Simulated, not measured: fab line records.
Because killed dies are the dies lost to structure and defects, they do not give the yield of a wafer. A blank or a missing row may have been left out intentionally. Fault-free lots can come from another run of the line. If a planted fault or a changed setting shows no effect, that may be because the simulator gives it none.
fab line records | flow n5Finfet
record lots=5 wafers=15 lastDay=17
route steps=1938 shown HKMG_FIN@464 GATE_CUT@465
lots that met no fault: taken from a fault-free run of the same line
startH: hours from the record's first day to the start of the lot's first wafer shown | waitH: how many hours have passed since the lot's step before this one | " as in the row above | L1.1+2: several wafers, shown together as one row | - no value, or no start given | * or withheld: withheld | < > ~ a bound
route shown NAME@n: a module of which the file shows steps, and the number in the route of the first | usual: mean and standard deviation over wafers with no fault | same: alike in all rows | chamber/n: place in a boat | sites: each site's reading | _std_site: their standard deviation | _edge_site: outer sites' mean less inner sites' | radiusMm: for every site, how far away it sits from the centre of the wafer | mask NAME#n: copy n | behind: the tool/chamber that last shaped the wafer | hold: reason for holding the lot/hours on hold/outcome of the hold | device: which transistor (n, p or np) failed to switch | end of line: at the end of the route, the tests of the same wafers | a step given without rows: its recipe and nothing more | killed: dies that structure and defects cost at the first sort, which is not the same as the wafer's yield | map: shows each die of a wafer: x if killed, . if not, _ if none is there
set.NAME: the run value of the setting; set.NAME@STEP: its run value at that earlier step | model.NAME: the simulator's own value behind a step, which no gauge read
lots seen at some steps along the route; tables by step, rows by wafer
services: a tool's chamber out of use, with start hour (startH, from the record's first day; less than 0 if before it), hours out, and reason
## steps
# step N5_HKMG_FIN_INSPECT_28
# recipe inspectInstrument=darkfield mode=postCmp
# usual rawDefectCount=40/18
# columns lot.wafer tool chamber startH waitH rawDefectCount
L078.1 defectInspect-02 - 103.52 0.0 39
L078.4 " - " " 64
L078.6 " - " " 42
L080.3 defectInspect-02 - 120.44 0.0 32
L080.5 " - " " 42
L080.6 " - " " 28
L086.2 defectInspect-02 - 154.67 0.0 44
L086.3 " - " " 49
L086.6 " - " " 35
L095.2 defectInspect-02 - 207.16 0.0 29
L095.4 " - " " 36
L095.6 " - " " 45
L096.1 defectInspect-02 - 214.10 0.0 34
L096.3 " - " " 35
L096.5 " - " " 52
# step N5_GATE_CUT_ETCHBACK_00
# recipe chemistry=SF6/Cl2 target=W pressureMtorr=8 icpW=900 biasW=80 SF6_flow_sccm=40 Cl2_flow_sccm=60
# usual SF6_flow_sccm=39.99/0.11 drypumpMotorCurrentA=5.9/0.61 oesProductAu=0.74/0.096 throttleValvePct=27.70/0.23
# columns lot.wafer tool chamber startH waitH SF6_flow_sccm drypumpMotorCurrentA oesProductAu rfHoursCounterH throttleValvePct
L078.1 rieMetal-03 0 103.55 0.0 40.16 5.2 0.84 21 27.68
L078.4 " 1 " " 40.15 6.6 0.82 - 27.45
L078.6 " 0 " " 39.98 5.2 0.84 - 27.67
L080.3 rieMetal-02 0 120.51 0.1 40.22 5.5 0.63 - 27.66
L080.5 " 0 " " 39.94 5.5 0.64 - 27.67
L080.6 " 1 " " 39.92 6.5 0.60 - 28.20
L086.2 rieMetal-02 0 154.70 0.0 40.09 5.5 0.63 106 27.67
L086.3 " 1 " " 39.74 6.4 0.59 - 28.21
L086.6 " 0 " " 40.03 5.5 0.63 - 27.68
L095.2 rieMetal-01 0 207.19 0.0 39.89 5.4 0.80 35 27.60
L095.4 " 0 " " 40.05 5.4 0.79 - 27.59
L095.6 " 1 " " 40.02 5.5 0.65 - 27.72
L096.1 rieMetal-03 0 214.14 0.0 39.93 5.2 0.80 32 27.70
L096.3 " 0 " " 39.86 5.2 0.80 - 27.68
L096.5 " 1 " " 40.11 6.6 0.78 - 27.47
# step N5_GATE_CUT_ETCH_56
# recipe chemistry=Cl2/Ar target=TiN targetDepthA=216 pressureMtorr=10 icpW=600 biasW=60 Cl2_flow_sccm=40 Ar_flow_sccm=60
# usual drypumpMotorCurrentA=5.9/0.6 oesProductAu=0.74/0.093 throttleValvePct=21.02/0.26
# columns lot.wafer tool chamber startH waitH drypumpMotorCurrentA oesProductAu rfHoursCounterH throttleValvePct
L078.1 rieMetal-03 0 103.67 0.1 5.3 0.84 21 20.70
L078.4 " 1 " " 6.6 0.82 - 21.02
L078.6 " 0 " " 5.2 0.82 - 20.70
L080.3 rieMetal-02 0 120.62 0.1 5.5 0.65 - 20.97
L080.5 " 0 " " 5.5 0.65 - 20.98
L080.6 " 1 " " 6.4 0.57 - 21.57
L086.2 rieMetal-02 0 154.82 0.1 5.5 0.65 106 20.99
L086.3 " 1 " " 6.4 0.57 - 21.56
L086.6 " 0 " " 5.5 0.65 - 21.00
L095.2 rieMetal-01 0 207.31 0.1 5.4 0.80 35 21.07
L095.4 " 0 " " 5.4 0.81 - 21.05
L095.6 " 1 " " 5.5 0.67 - 20.93
L096.1 rieMetal-03 0 214.26 0.1 5.2 0.79 32 20.74
L096.3 " 0 " " 5.2 0.79 - 20.72
L096.5 " 1 " " 6.6 0.77 - 21.04
# step N5_GATE_CUT_ETCHBACK_30
# recipe chemistry=Cl2/Ar target=TiN targetDepthA=30 mode=isotropic pressureMtorr=10 icpW=600 biasW=60 Cl2_flow_sccm=40 Ar_flow_sccm=60
# usual drypumpMotorCurrentA=5.9/0.6 oesProductAu=0.74/0.093 throttleValvePct=21.01/0.26
# columns lot.wafer tool chamber startH waitH drypumpMotorCurrentA oesProductAu rfHoursCounterH throttleValvePct
L078.1 rieMetal-03 0 103.76 0.1 5.2 0.83 21 20.70
L078.4 " 1 " " 6.6 0.81 - 21.02
L078.6 " 0 " " 5.2 0.83 - 20.70
L080.3 rieMetal-02 0 120.69 0.0 5.5 0.65 - 20.98
L080.5 " 0 " " 5.5 0.65 - 20.99
L080.6 " 1 " " 6.4 0.58 - 21.55
L086.2 rieMetal-02 0 154.91 0.1 5.5 0.64 106 21.00
L086.3 " 1 " " 6.4 0.58 - 21.57
L086.6 " 0 " " 5.5 0.65 - 20.99
L095.2 rieMetal-01 0 207.40 0.1 5.4 0.81 35 21.07
L095.4 " 0 " " 5.4 0.80 - 21.07
L095.6 " 1 " " 5.5 0.67 - 20.92
L096.1 rieMetal-03 0 214.35 0.1 5.2 0.78 32 20.72
L096.3 " 0 " " 5.2 0.79 - 20.72
L096.5 " 1 " " 6.6 0.76 - 21.06
# step N5_GATE_CUT_VAPOR_ETCH_60
# recipe chemistry=BCl3/Cl2 target=HfO2 mode=isotropic
# usual drypumpMotorCurrentA=5.9/0.61 oesProductAu=0.74/0.097
# columns lot.wafer tool chamber startH waitH drypumpMotorCurrentA oesProductAu
L078.1 rieMetal-03 0 103.79 0.0 5.2 0.83
L078.4 " 1 " " 6.6 0.83
L078.6 " 0 " " 5.2 0.84
L080.3 rieMetal-02 0 120.72 0.0 5.5 0.63
L080.5 " 0 " " 5.5 0.63
L080.6 " 1 " " 6.4 0.60
L086.2 rieMetal-02 0 154.94 0.0 5.5 0.63
L086.3 " 1 " " 6.4 0.60
L086.6 " 0 " " 5.5 0.63
L095.2 rieMetal-01 0 207.43 0.0 5.4 0.81
L095.4 " 0 " " 5.4 0.81
L095.6 " 1 " " 5.5 0.66
L096.1 rieMetal-03 0 214.38 0.0 5.2 0.80
L096.3 " 0 " " 5.2 0.80
L096.5 " 1 " " 6.6 0.78
# step N5_GATE_CUT_ETCH_58
# recipe chemistry=CH3F/O2 target=SiNx targetDepthA=170 timeS=128.6 ionEnergyEv=50 pressureMtorr=30 sourceW=415 biasW=21 Ar_flow_sccm=150 CH3F_flow_sccm=30 O2_flow_sccm=20
# usual drypumpMotorCurrentA=5.5/0.42 oesProductAu=0.82/0.071 rfVppV=99.3/0.91 showerheadPlenumPTorr=2.02/0.068 throttleValvePct=16.20/0.14
# columns lot.wafer tool chamber startH waitH drypumpMotorCurrentA oesProductAu rfHoursCounterH rfVppV showerheadPlenumPTorr throttleValvePct
L078.1 rieDiel-05 3 103.85 0.0 5.2 0.90 23 97.7 2.04 16.10
L078.4 " 1 " " 5.8 0.93 15 98.3 2.07 16.31
L078.6 " 1 " " 5.9 0.94 - 99.1 2.07 16.32
L080.3 rieDiel-05 2 120.76 0.0 5.1 0.86 50 99.2 2.11 16.04
L080.5 " 3 " " 5.2 0.88 - 99.7 2.04 16.11
L080.6 " 0 " " 6.1 0.86 - 98.8 2.02 16.14
L086.2 rieDiel-02 2 154.99 0.0 5.9 0.71 195 100.9 1.97 16.42
L086.3 " 3 " " 5.5 0.74 142 99.5 2.08 16.31
L086.6 " 0 " " 5.0 0.74 - 98.2 2.01 16.35
L095.2 rieDiel-05 0 207.48 0.0 6.1 0.82 78 99.7 2.01 16.19
L095.4 " 3 " " 5.2 0.83 53 99.9 2.03 16.18
L095.6 " 2 " " 5.1 0.82 - 99.7 2.10 16.09
L096.1 rieDiel-05 1 214.50 0.1 5.8 0.87 49 97.9 2.06 16.37
L096.3 " 0 " " 6.0 0.82 80 99.2 2.01 16.20
L096.5 " 1 " " 5.8 0.87 - 99.3 2.06 16.38
# step N5_GATE_CUT_STRIP_59
# recipe chemistry=N2/H2 timeS=20 powerW=100 tempC=40 pressureMtorr=100 rfFrequencyHz=6e+07 biasPowerW=3 n2FlowSccm=300 h2FlowSccm=300
# usual biasPowerW=3.000/0.0089 drypumpMotorCurrentA=5.5/0.42 oesProductAu=0.82/0.069 rfVppV=45.3/0.87 showerheadPlenumPTorr=3.41/0.13 tempC=40.00/0.11 throttleValvePct=12.09/0.17
# columns lot.wafer tool chamber startH waitH biasPowerW drypumpMotorCurrentA oesProductAu rfHoursCounterH rfVppV showerheadPlenumPTorr tempC throttleValvePct
L078.1 rieDiel-05 3 103.96 0.1 3.004 5.2 0.89 23 44.8 3.47 39.87 12.08
L078.4 " 1 " " 3.003 5.8 0.94 15 46.2 3.48 40.08 12.18
L078.6 " 1 " " 3.007 5.9 0.94 - 45.7 3.48 40.06 12.18
L080.3 rieDiel-05 2 120.87 0.1 3.001 5.1 0.86 50 45.8 3.58 40.11 11.92
L080.5 " 3 " " 2.995 5.2 0.87 - 45.0 3.47 39.90 12.09
L080.6 " 0 " " 3.010 6.1 0.86 - 44.2 3.44 39.96 12.03
L086.2 rieDiel-02 2 155.09 0.1 2.985 5.9 0.72 195 44.7 3.34 40.00 12.30
L086.3 " 3 " " 3.015 5.5 0.75 142 43.7 3.53 40.10 12.41
L086.6 " 0 " " 2.993 5.0 0.74 - 43.7 3.34 40.07 12.11
L095.2 rieDiel-05 0 207.58 0.1 2.986 6.0 0.82 78 46.6 3.43 39.92 12.07
L095.4 " 3 " " 3.000 5.2 0.83 53 45.2 3.46 40.01 12.16
L095.6 " 2 " " 2.990 5.1 0.83 - 44.8 3.57 39.89 11.99
L096.1 rieDiel-05 1 214.60 0.1 3.007 5.9 0.88 49 45.0 3.46 39.90 12.27
L096.3 " 0 " " 2.997 6.0 0.83 80 45.7 3.43 40.18 12.09
L096.5 " 1 " " 2.996 5.8 0.87 - 45.9 3.46 39.91 12.27
# step N5_GATE_CUT_PRECLEAN_31
# recipe tempC=23 chemistry=DIW timeS=300
# usual tempC=22.99/0.1
# columns lot.wafer tool chamber startH waitH tempC
L078.1 wetBench-05 0 104.04 0.1 22.97
L078.4 " 6 " " 23.02
L078.6 " 7 " " 23.08
L080.3 wetBench-01 2 120.95 0.1 23.03
L080.5 " 1 " " 22.95
L080.6 " 6 " " 22.99
L086.2 wetBench-06 7 155.18 0.1 22.97
L086.3 " 1 " " 23.11
L086.6 " 2 " " 23.09
L095.2 wetBench-01 4 207.67 0.1 22.98
L095.4 " 6 " " 23.00
L095.6 " 7 " " 23.03
L096.1 wetBench-01 2 214.68 0.1 22.99
L096.3 " 5 " " 23.04
L096.5 " 6 " " 23.04
# step N5_GATE_CUT_SRD_32
# recipe timeS=30 tempC=23 rinseLiquid=diw dry=ipaMarangoni
# usual tempC=23.00/0.12
# columns lot.wafer tool chamber startH waitH tempC
L078.1 wetBench-05 0 104.13 0.0 23.11
L078.4 " 6 " " 22.96
L078.6 " 7 " " 22.98
L080.3 wetBench-01 2 121.04 0.0 23.24
L080.5 " 1 " " 23.15
L080.6 " 6 " " 23.01
L086.2 wetBench-06 7 155.26 0.0 23.07
L086.3 " 1 " " 23.02
L086.6 " 2 " " 23.07
L095.2 wetBench-01 4 207.75 0.0 23.27
L095.4 " 6 " " 23.12
L095.6 " 7 " " 22.84
L096.1 wetBench-01 2 214.77 0.0 23.01
L096.3 " 5 " " 22.86
L096.5 " 6 " " 22.95
# step N5_GATE_CUT_SAC_CAP_01
# recipe material=SiNx targetThkA=240 tempC=400 aldPrecursorFamily=SiH2I2 aldCoReactant=N2/H2-plasma pulseTimeS=1 aldCycles=480 purgeTimeS=2 coReactantPurgeTimeS=2 pressureTorr=2
# usual heaterPowerW=842/64 precursorPulseHeightRel=1.000/0.02
# columns lot.wafer tool chamber startH waitH heaterPowerW precursorPulseHeightRel
L078.1 aldSin-04 0 104.26 0.1 873 1.034
L078.4 " 3 " " 820 0.997
L078.6 " 2 105.34 1.2 873 0.978
L080.3 aldSin-01 1 121.08 0.0 760 0.991
L080.5 " 0 122.17 1.1 966 1.004
L080.6 " 3 " " 795 0.962
L086.2 aldSin-04 2 155.91 0.6 899 0.997
L086.3 " 3 " " 822 0.982
L086.6 " 0 156.99 1.7 856 0.987
L095.2 aldSin-04 2 207.80 0.0 897 0.952
L095.4 " 1 208.89 1.1 830 1.020
L095.6 " 2 " " 897 1.004
L096.1 aldSin-04 2 214.82 0.0 890 1.023
L096.3 " 0 " " 854 1.044
L096.5 " 2 215.90 1.1 869 0.970
# step N5_GATE_CUT_PECVD_57
# recipe material=SiNx targetThkA=210 tempC=400 precursor=SiH4/NH3/N2 pressureTorr=1.5 rfW=300
# usual heaterPowerW=738/100 showerheadPlenumPTorr=5.15/0.06 showerheadVppV=1047/27 throttleValvePct=40.8/2.5
# columns lot.wafer tool chamber startH waitH heaterPowerW showerheadPlenumPTorr showerheadVppV throttleValvePct
L078.1 pecvd-02 0 106.45 1.1 769 5.10 1079 43.7
L078.4 " 1 " " 720 5.14 1058 41.0
L078.6 " 2 " " 915 5.10 1063 38.6
L080.3 pecvd-03 1 123.28 1.1 689 5.15 1011 41.8
L080.5 " 2 " " 660 5.19 1095 37.3
L080.6 " 1 " " 677 5.16 1014 42.2
L086.2 pecvd-01 0 158.10 1.1 565 5.03 1007 38.6
L086.3 " 1 " " 731 5.27 1030 46.7
L086.6 " 2 " " 625 5.16 1043 41.1
L095.2 pecvd-01 1 209.99 1.1 881 5.28 1049 46.7
L095.4 " 1 " " 858 5.27 1042 46.7
L095.6 " 0 " " 562 5.05 1009 39.1
L096.1 pecvd-01 1 217.01 1.1 845 5.27 1055 46.7
L096.3 " 1 " " 847 5.29 1024 46.6
L096.5 " 0 " " 560 5.04 1029 38.9
# step N5_GATE_CUT_CMP_02
# recipe stopOn=SiO2 tOverpolishS=12.7 postCmpClean=alkalineBrush downForcePsi=2.5 platenRpm=51.8 padVelocityMS=1.0307 targetThkNm=0
# usual motorCurrentA=9.5/1.5 overpolishRunS=12.700/0.0083 slurryFlowMlMin=150.0/0.51 timeToEndpointS=24/3.2
# columns lot.wafer tool chamber startH waitH motorCurrentA overpolishRunS slurryFlowMlMin timeToEndpointS
L078.4 cmp-01 3 106.56 0.1 7.5 12.702 149.6 21
L078.1 " 0 " " 10.0 12.704 149.4 27
L078.6 " 2 " " 10.3 12.701 150.6 22
L080.3 cmp-04 2 123.46 0.2 8.5 12.702 150.5 26
L080.6 " 3 " " 10.8 12.712 149.3 26
L080.5 " 0 " " 8.9 12.696 150.6 24
L086.2 cmp-04 2 158.21 0.1 9.5 12.690 149.4 26
L086.3 " 0 " " 8.7 12.694 149.8 26
L086.6 " 1 " " 10.3 12.703 150.9 27
L095.2 cmp-04 3 210.09 0.1 10.3 12.691 150.4 26
L095.4 " 0 " " 8.9 12.700 150.6 21
L095.6 " 0 " " 9.0 12.703 150.0 21
L096.3 cmp-03 1 217.11 0.1 13.6 12.708 150.7 27
L096.1 " 2 " " 9.6 12.702 149.6 24
L096.5 " 2 " " 8.7 12.686 149.4 24
# step N5_GATE_CUT_HM_DEP_46
# recipe material=SiO2 targetThkA=1300 tempC=400 precursor=TEOS/O2 pressureTorr=6.5 rfW=900 teosFlowSccm=161.4 gas=O2 flowSccm=2650 timeS=26.6
# usual heaterPowerW=563/110 showerheadPlenumPTorr=8.34/0.033 showerheadVppV=1820/43 throttleValvePct=19.2/1.2
# columns lot.wafer tool chamber startH waitH heaterPowerW showerheadPlenumPTorr showerheadVppV throttleValvePct
L078.1 pecvd-02 2 106.85 0.0 615 8.33 1847 18.1
L078.4 " 0 " " 612 8.33 1856 20.4
L078.6 " 2 " " 634 8.30 1834 18.1
L080.3 pecvd-02 2 123.68 0.0 586 8.30 1838 17.8
L080.5 " 2 " " 605 8.30 1827 18.1
L080.6 " 1 " " 625 8.33 1844 19.3
L086.2 pecvd-02 0 158.51 0.0 646 8.32 1869 20.4
L086.3 " 1 " " 542 8.34 1852 19.2
L086.6 " 1 " " 549 8.35 1838 19.1
L095.2 pecvd-02 1 210.42 0.0 662 8.33 1812 19.2
L095.4 " 0 " " 566 8.34 1848 20.4
L095.6 " 1 " " 479 8.33 1856 19.2
L096.1 pecvd-01 0 217.44 0.0 422 8.28 1723 18.4
L096.3 " 0 " " 317 8.28 1739 18.3
L096.5 " 0 " " 312 8.30 1784 18.4
# step N5_GATE_CUT_COAT_34
# recipe resist=SOC tempC=250 timeS=60 spinRpm=1500 resistThkNm=60
# columns lot.wafer tool chamber startH waitH
L078.1+4+6 lithoTrack-02 0 106.92 0.0
L080.3+5+6 lithoTrack-04 0 123.75 0.0
L086.2+3+6 lithoTrack-02 0 158.57 0.0
L095.2+4+6 lithoTrack-01 0 210.49 0.0
L096.1+3+5 lithoTrack-01 0 217.52 0.1
# step N5_GATE_CUT_COAT_35
# recipe resist=SiARC tempC=220 timeS=60 spinRpm=1500 resistThkNm=10
# columns lot.wafer tool chamber startH waitH
L078.1+4+6 lithoTrack-02 0 - -
L080.3+5+6 lithoTrack-04 0 - -
L086.2+3+6 lithoTrack-02 0 - -
L095.2+4+6 lithoTrack-01 0 - -
L096.1+3+5 lithoTrack-01 0 - -
# step N5_GATE_CUT_COAT_27
# recipe resist=underlayer tempC=205 timeS=60 spinRpm=1500 resistThkNm=10
# columns lot.wafer tool chamber startH waitH
L078.1+4+6 lithoTrack-02 0 - -
L080.3+5+6 lithoTrack-04 0 - -
L086.2+3+6 lithoTrack-02 0 - -
L095.2+4+6 lithoTrack-01 0 - -
L096.1+3+5 lithoTrack-01 0 - -
# step N5_GATE_CUT_COAT_07
# recipe resist=CAR-EUV spinRpm=1500 resistThkNm=30
# columns lot.wafer tool chamber startH waitH
L078.1+4+6 lithoTrack-02 0 - -
L080.3+5+6 lithoTrack-04 0 - -
L086.2+3+6 lithoTrack-02 0 - -
L095.2+4+6 lithoTrack-01 0 - -
L096.1+3+5 lithoTrack-01 0 - -
# step N5_GATE_CUT_EBR_09
# recipe solvent=PGMEA ebrWidthMm=1.5
# columns lot.wafer tool chamber startH waitH
L078.1+4+6 lithoTrack-02 0 - -
L080.3+5+6 lithoTrack-04 0 - -
L086.2+3+6 lithoTrack-02 0 - -
L095.2+4+6 lithoTrack-01 0 - -
L096.1+3+5 lithoTrack-01 0 - -
# step N5_GATE_CUT_SOFTBAKE_08
# recipe tempC=110 timeS=60 resist=CAR-EUV
# columns lot.wafer tool chamber startH waitH
L078.1+4+6 lithoTrack-02 0 - -
L080.3+5+6 lithoTrack-04 0 - -
L086.2+3+6 lithoTrack-02 0 - -
L095.2+4+6 lithoTrack-01 0 - -
L096.1+3+5 lithoTrack-01 0 - -
# step N5_GATE_CUT_EXPOSE_10
# recipe maskId=GATE_CUT na=0.33 sourceShape=annular sigmaInner=0.35 sigmaOuter=0.8 polarization=unpolarized targetCdNm=20 doseMj=43.25
# columns lot.wafer tool chamber startH waitH mask
L078.1+4+6 euvScanner-02 0 107.06 - GATE_CUT#0
L080.3+5+6 euvScanner-02 0 123.90 - GATE_CUT#0
L086.2+3+6 euvScanner-02 0 158.84 - GATE_CUT#0
L095.2+4+6 euvScanner-01 0 210.63 - GATE_CUT#0
L096.1+3+5 euvScanner-01 0 217.66 - GATE_CUT#0
# step N5_GATE_CUT_PEB_11
# recipe pebTempC=100 pebTimeS=60 resist=CAR-EUV
# columns lot.wafer tool chamber startH waitH
L078.1+4+6 lithoTrack-02 0 107.12 0.1
L080.3+5+6 lithoTrack-04 0 123.95 0.0
L086.2+3+6 lithoTrack-01 0 158.90 0.1
L095.2+4+6 lithoTrack-01 0 210.69 0.1
L096.1+3+5 lithoTrack-01 0 217.73 0.1
# step N5_GATE_CUT_DEVELOP_12
# recipe developTimeS=30 developer=TMAH resist=CAR-EUV rinseLiquid=surfactantRinse dry=airSpin devTempC=23
# columns lot.wafer tool chamber startH waitH
L078.1+4+6 lithoTrack-02 0 - -
L080.3+5+6 lithoTrack-04 0 - -
L086.2+3+6 lithoTrack-01 0 - -
L095.2+4+6 lithoTrack-01 0 - -
L096.1+3+5 lithoTrack-01 0 - -
# step N5_GATE_CUT_CD_MEAS_13
# recipe targetCdNm=20 landingEnergyEv=500 detector=seInlens
# usual cdNm=19.9/0.32
# same landingEnergyEv=500
# columns lot.wafer tool chamber startH waitH cdNm
L078.1 cdSem-01 0 107.19 - 20.3
L078.4 " 0 " " 20.1
L078.6 " 0 " " 20.3
L080.3 cdSem-01 0 124.02 - 19.4
L080.5 " 0 " " 20.0
L080.6 " 0 " " 19.7
L086.2 cdSem-01 0 158.97 - 19.8
L086.3 " 0 " " 19.8
L086.6 " 0 " " 19.6
L095.2 cdSem-01 0 210.76 - 19.5
L095.4 " 0 " " 19.8
L095.6 " 0 " " 19.5
L096.1 cdSem-03 0 217.79 - 20.3
L096.3 " 0 " " 20.1
L096.5 " 0 " " 19.7
# step N5_GATE_CUT_OVL_MEAS_14
# recipe pointsPerWafer=522
# usual GATE_CUT_OVL=0.2/0.67
# columns lot.wafer tool chamber startH waitH GATE_CUT_OVL[nm]
L078.1 overlay-01 0 107.22 0.0 -0.4
L078.4 " 0 " " 0.1
L078.6 " 0 " " -0.1
L080.3 overlay-02 0 124.06 0.0 0.0
L080.5 " 0 " " 0.9
L080.6 " 0 " " 0.3
L086.2 overlay-02 0 159.00 0.0 0.1
L086.3 " 0 " " 0.1
L086.6 " 0 " " 0.7
L095.2 overlay-01 0 210.80 0.0 1.2
L095.4 " 0 " " 0.2
L095.6 " 0 " " 0.8
L096.1 overlay-01 0 217.82 0.0 0.3
L096.3 " 0 " " 0.9
L096.5 " 0 " " 0.2
# step N5_GATE_CUT_INSPECT_15
# recipe mode=adi inspectInstrument=brightfield
# usual rawDefectCount=131/44
# columns lot.wafer tool chamber startH waitH rawDefectCount
L078.1 defectInspect-01 - 107.28 0.1 87
L078.4 " - " " 80
L078.6 " - " " 81
L080.3 defectInspect-02 - 124.11 0.0 117
L080.5 " - " " 136
L080.6 " - " " 134
L086.2 defectInspect-01 - 159.06 0.0 116
L086.3 " - " " 90
L086.6 " - " " 98
L095.2 defectInspect-01 - 210.85 0.0 129
L095.4 " - " " 168
L095.6 " - " " 115
L096.1 defectInspect-01 - 217.88 0.1 44
L096.3 " - " " 61
L096.5 " - " " 71
# step N5_GATE_CUT_DESCUM_18
# recipe chemistry=O2 timeS=7 sourcePowerW=50 biasPowerW=20 pressureMtorr=20 rfFrequencyHz=2.712e+07 tempC=40 resist=CAR-EUV o2FlowSccm=225
# usual biasPowerW=20.00/0.062 drypumpMotorCurrentA=5.6/0.43 oesProductAu=0.78/0.061 rfVppV=243.3/1.3 showerheadPlenumPTorr=2.10/0.081 tempC=40.01/0.1 throttleValvePct=20.33/0.19
# columns lot.wafer tool chamber startH waitH biasPowerW drypumpMotorCurrentA oesProductAu rfHoursCounterH rfVppV showerheadPlenumPTorr tempC throttleValvePct
L078.1 rieDiel-06 2 107.31 0.0 20.04 5.4 0.87 65 244.6 2.24 39.99 20.42
L078.4 " 2 " " 20.03 5.4 0.86 - 244.1 2.24 40.02 20.41
L078.6 " 3 " " 20.06 5.9 0.82 - 240.7 1.93 39.86 20.03
L080.3 rieDiel-06 3 124.20 0.1 19.94 5.9 0.81 122 239.6 1.93 40.09 20.05
L080.5 " 2 " " 19.99 5.4 0.84 - 243.2 2.24 40.02 20.41
L080.6 " 1 " " 20.04 4.7 0.69 - 243.5 2.07 40.11 20.47
L086.2 rieDiel-02 0 159.13 0.1 20.04 5.0 0.74 163 244.1 2.10 40.02 20.48
L086.3 " 2 " " 20.06 5.9 0.72 195 243.9 2.06 40.22 20.49
L086.6 " 1 " " 20.02 6.0 0.79 - 243.1 1.99 39.88 19.98
L095.2 rieDiel-05 1 210.91 0.1 19.97 5.9 0.88 48 242.1 2.14 39.98 20.58
L095.4 " 3 " " 19.99 5.2 0.84 - 242.1 2.14 39.97 20.41
L095.6 " 0 " " 20.06 6.1 0.83 - 243.5 2.11 39.97 20.30
L096.1 rieDiel-06 1 217.92 0.0 19.93 4.7 0.67 244 242.5 2.06 40.19 20.51
L096.3 " 2 " " 19.98 5.4 0.83 102 244.4 2.23 39.86 20.48
L096.5 " 1 " " 19.96 4.7 0.67 - 242.5 2.06 40.08 20.54
# step N5_GATE_CUT_ETCH_28
# recipe chemistry=N2/H2 target=underlayer targetDepthA=130 maskMaterial=CAR-EUV timeS=10.4 ionEnergyEv=200 pressureMtorr=30 sourceW=840 biasW=150 n2FlowSccm=200 h2FlowSccm=200 ends=cleared
# usual drypumpMotorCurrentA=5.6/0.43 etchRfOnTimeS=10.4/0.32 oesProductAu=0.67/0.054 rfVppV=524.0/2.7 showerheadPlenumPTorr=2.55/0.099 throttleValvePct=17.77/0.21
# columns lot.wafer tool chamber startH waitH drypumpMotorCurrentA etchRfOnTimeS oesProductAu rfHoursCounterH rfVppV showerheadPlenumPTorr throttleValvePct
L078.1 rieDiel-06 2 107.35 0.0 5.4 9.8 0.74 65 529.5 2.69 17.67
L078.4 " 2 " " 5.4 9.8 0.74 - 528.5 2.69 17.66
L078.6 " 3 " " 5.9 10.3 0.69 - 518.2 2.34 17.39
L080.3 rieDiel-06 3 124.24 0.0 5.9 10.2 0.68 122 518.6 2.34 17.42
L080.5 " 2 " " 5.4 9.8 0.73 - 528.6 2.68 17.68
L080.6 " 1 " " 4.7 10.6 0.59 - 523.4 2.50 17.78
L086.2 rieDiel-02 0 159.16 0.0 5.0 10.6 0.63 163 523.3 2.52 17.66
L086.3 " 2 " " 5.9 10.8 0.61 195 523.4 2.51 17.93
L086.6 " 1 " " 6.0 10.1 0.68 - 520.5 2.43 17.48
L095.2 rieDiel-05 1 210.94 0.0 5.8 10.5 0.75 48 525.9 2.61 18.10
L095.4 " 3 " " 5.2 11.1 0.70 - 524.5 2.61 17.96
L095.6 " 0 " " 6.1 10.5 0.71 - 523.9 2.58 17.76
L096.1 rieDiel-06 1 217.95 0.0 4.7 10.6 0.57 244 521.9 2.49 17.85
L096.3 " 2 " " 5.4 9.7 0.71 102 527.2 2.67 17.72
L096.5 " 1 " " 4.7 10.5 0.57 - 522.6 2.49 17.84
# step N5_GATE_CUT_ETCH_36
# recipe chemistry=CF4 target=SiARC targetDepthA=130 maskMaterial=CAR-EUV timeS=21.7 ionEnergyEv=80 pressureMtorr=40 sourceW=545 biasW=36 Ar_flow_sccm=100 cf4FlowSccm=100 ends=cleared
# usual drypumpMotorCurrentA=5.5/0.43 etchRfOnTimeS=21.7/0.64 oesProductAu=0.67/0.054 rfVppV=184.2/1.2 showerheadPlenumPTorr=2.14/0.068 throttleValvePct=15.51/0.14
# columns lot.wafer tool chamber startH waitH drypumpMotorCurrentA etchRfOnTimeS oesProductAu rfHoursCounterH rfVppV showerheadPlenumPTorr throttleValvePct
L078.1 rieDiel-06 2 107.37 0.0 5.4 20.6 0.74 65 184.9 2.25 15.40
L078.4 " 2 " " 5.4 20.6 0.74 - 184.4 2.25 15.42
L078.6 " 3 " " 5.9 21.5 0.70 - 183.5 2.00 15.30
L080.3 rieDiel-06 3 124.26 0.0 5.9 21.4 0.69 122 184.2 2.00 15.33
L080.5 " 2 " " 5.4 20.3 0.74 - 186.2 2.25 15.44
L080.6 " 1 " " 4.7 21.9 0.59 - 184.4 2.12 15.77
L086.2 rieDiel-02 0 159.18 0.0 5.0 22.0 0.64 163 183.5 2.14 15.60
L086.3 " 2 " " 5.9 22.2 0.62 195 183.5 2.10 15.62
L086.6 " 1 " " 6.0 20.7 0.69 - 185.5 2.07 15.38
L095.2 rieDiel-05 1 210.96 0.0 5.8 21.5 0.74 48 183.7 2.19 15.58
L095.4 " 3 " " 5.1 22.8 0.71 - 185.1 2.16 15.40
L095.6 " 0 " " 6.0 22.1 0.70 - 183.9 2.15 15.47
L096.1 rieDiel-06 1 217.97 0.0 4.7 21.9 0.57 244 183.7 2.11 15.81
L096.3 " 2 " " 5.4 20.0 0.72 102 184.9 2.24 15.49
L096.5 " 1 " " 4.7 22.0 0.57 - 184.4 2.11 15.83
## services
# columns tool chamber startH hours kind
rieDiel-02 2 79.85 2.1 repair
aldSin-04 - 85.37 14.0 pm
rieMetal-03 - 87.97 1.4 pm
euvScanner-02 - 112.27 1.0 pm
euvScanner-02 - 116.66 2.5 repair
euvScanner-02 - 119.16 4.6 pm
cmp-04 - 123.58 4.3 pm
euvScanner-01 - 123.80 1.0 pm
pecvd-02 - 130.66 0.8 repair
wetBench-06 - 131.72 1.5 repair
rieDiel-02 3 135.96 8.7 repair
euvScanner-02 - 150.66 0.3 repair
euvScanner-02 - 154.38 1.0 pm
euvScanner-01 - 170.35 0.8 repair
euvScanner-01 - 173.14 1.0 pm
cmp-04 - 176.16 0.5 repair
rieMetal-02 - 177.63 0.5 repair
cmp-04 - 183.18 3.0 repair
rieMetal-01 - 195.47 1.3 repair
euvScanner-02 - 202.43 0.7 repair
aldSin-04 0 206.56 3.3 repair
rieDiel-05 2 208.68 3.8 repair
euvScanner-02 - 210.53 1.0 pm
pecvd-02 - 212.28 0.4 repair
## key
fault none
